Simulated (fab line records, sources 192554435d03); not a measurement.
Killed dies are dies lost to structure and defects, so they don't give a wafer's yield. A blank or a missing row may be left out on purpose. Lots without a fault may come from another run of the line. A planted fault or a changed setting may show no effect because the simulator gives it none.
Chamber matching | flow n5_finfet | N5_BEOL_M0_CUTY_ETCH_62 on rie_diel-02: 4 sister chambers
The step etches SiARC in CF4, time 58.5 s. 16 wafers are shown with their chamber, then 8 later ones without.

WAFERS WITH THEIR CHAMBER
wafer  | chamber | drypump_motor_current_A (A) | showerhead_plenum_p_Torr (Torr) | throttle_valve_pct (%)
L075.1 | 1       | 4.8                         | 2.04                            | 15.56
L075.2 | 0       | 5.5                         | 2.16                            | 15.15
L075.3 | 3       | 5.9                         | 2.17                            | 15.55
L077.1 | 1       | 4.8                         | 2.04                            | 15.56
L077.2 | 3       | 5.8                         | 2.17                            | 15.57
L077.3 | 1       | 4.8                         | 2.04                            | 15.55
L077.4 | 3       | 5.9                         | 2.17                            | 15.58
L077.5 | 1       | 4.8                         | 2.04                            | 15.55
L077.6 | 3       | 5.8                         | 2.17                            | 15.56
L083.3 | 3       | 5.8                         | 2.16                            | 15.59
L083.5 | 1       | 4.8                         | 2.04                            | 15.58
L083.6 | 0       | 5.5                         | 2.16                            | 15.18
L084.2 | 1       | 4.8                         | 2.04                            | 15.60
L084.5 | 0       | 5.5                         | 2.15                            | 15.21
L084.6 | 3       | 5.8                         | 2.16                            | 15.62
L085.3 | 2       | 5.6                         | 2.19                            | 15.73

SIGNATURES (means of the wafers above)
reading                  | chamber 0 | chamber 1 | chamber 2 | chamber 3 | scatter within a chamber
drypump_motor_current_A  | 5.500     | 4.800     | 5.600     | 5.833     | 0.0333
showerhead_plenum_p_Torr | 2.1567    | 2.0400    | 2.1900    | 2.1667    | 0.00408
throttle_valve_pct       | 15.1800   | 15.5667   | 15.7300   | 15.5783   | 0.0238
Rule: a wafer's distance from a chamber is the root of the sum, over the readings, of the square of ((its reading less the chamber's mean) divided by the reading's scatter). The wafer belongs to the nearest chamber; if the next one is less than 2 further off, it can't be placed. The scatter: the root of (the sum of the squares of (reading less its chamber's mean) over the shown wafers, divided by (wafers less chambers)).

WAFERS WITHOUT THEIR CHAMBER
wafer  | drypump_motor_current_A (A) | showerhead_plenum_p_Torr (Torr) | throttle_valve_pct (%)
L085.4 | 5.5                         | 2.15                            | 15.21
L085.6 | 5.5                         | 2.15                            | 15.21
L088.1 | 4.8                         | 2.03                            | 15.60
L088.2 | 5.6                         | 2.19                            | 15.73
L088.4 | 5.5                         | 2.15                            | 15.22
L095.2 | 5.6                         | 2.18                            | 15.78
L095.4 | 5.9                         | 2.15                            | 15.66
L095.6 | 5.5                         | 2.15                            | 15.24

WHICH CHAMBER EACH WENT THROUGH
wafer  | from the rows above | in truth
L085.4 | 0                   | 0
L085.6 | 0                   | 0
L088.1 | 1                   | 1
L088.2 | 2                   | 2
L088.4 | 0                   | 0
L095.2 | 2                   | 2
L095.4 | 3                   | 3
L095.6 | 0                   | 0
Placed correctly: 8 of 8. Can't be placed from these rows: 0. Placed wrongly: 0.
